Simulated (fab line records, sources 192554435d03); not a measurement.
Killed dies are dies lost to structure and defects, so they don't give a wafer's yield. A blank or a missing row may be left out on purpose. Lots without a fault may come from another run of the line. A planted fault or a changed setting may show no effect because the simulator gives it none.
Chamber matching | flow n5_finfet | N5_BEOL_M8_PECVD_70 on pecvd-01: 3 sister chambers
The step deposits SiO2 from TEOS/O2, target thk 20 nm, time 22.7 s. 6 wafers are shown with their chamber, then 9 later ones without.

WAFERS WITH THEIR CHAMBER
wafer  | chamber | throttle_valve_pct (%) | showerhead_plenum_p_Torr (Torr)
L087.3 | 2       | 19.9                   | 8.91
L086.4 | 1       | 21.0                   | 8.73
L086.5 | 2       | 19.9                   | 8.89
L088.1 | 0       | 21.7                   | 8.80
L088.3 | 1       | 21.2                   | 8.69
L088.4 | 0       | 21.9                   | 8.79

WAFERS WITHOUT THEIR CHAMBER
wafer  | throttle_valve_pct (%) | showerhead_plenum_p_Torr (Torr)
L092.1 | 20.0                   | 8.90
L092.4 | 21.3                   | 8.69
L092.6 | 19.8                   | 8.89
L093.1 | 21.1                   | 8.71
L093.2 | 20.4                   | 8.90
L093.6 | 21.7                   | 8.72
L097.1 | 20.1                   | 8.92
L097.2 | 21.0                   | 8.71
L097.4 | 20.2                   | 8.90

WHICH CHAMBER EACH WENT THROUGH
wafer  | from the rows above     | in truth
L092.1 | 2                       | 2
L092.4 | 1                       | 1
L092.6 | 2                       | 2
L093.1 | 1                       | 1
L093.2 | 2                       | 2
L093.6 | can't be placed: 0 or 1 | 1
L097.1 | 2                       | 2
L097.2 | 1                       | 1
L097.4 | 2                       | 2
Placed correctly: 8 of 9. Can't be placed from these rows: 1 (the true chamber is among the candidates in 1). Placed wrongly: 0.
How it was worked out, from the rows above alone: a wafer's distance from a chamber is the root of the sum, over the readings, of the square of ((its reading less the chamber's mean) divided by the reading's scatter). The wafer belongs to the nearest chamber; if the next one is less than 2 further off, it can't be placed. A chamber's mean is the mean of its shown wafers. The scatter: the root of (the sum of the squares of (reading less its chamber's mean) over the shown wafers, divided by (wafers less chambers)).
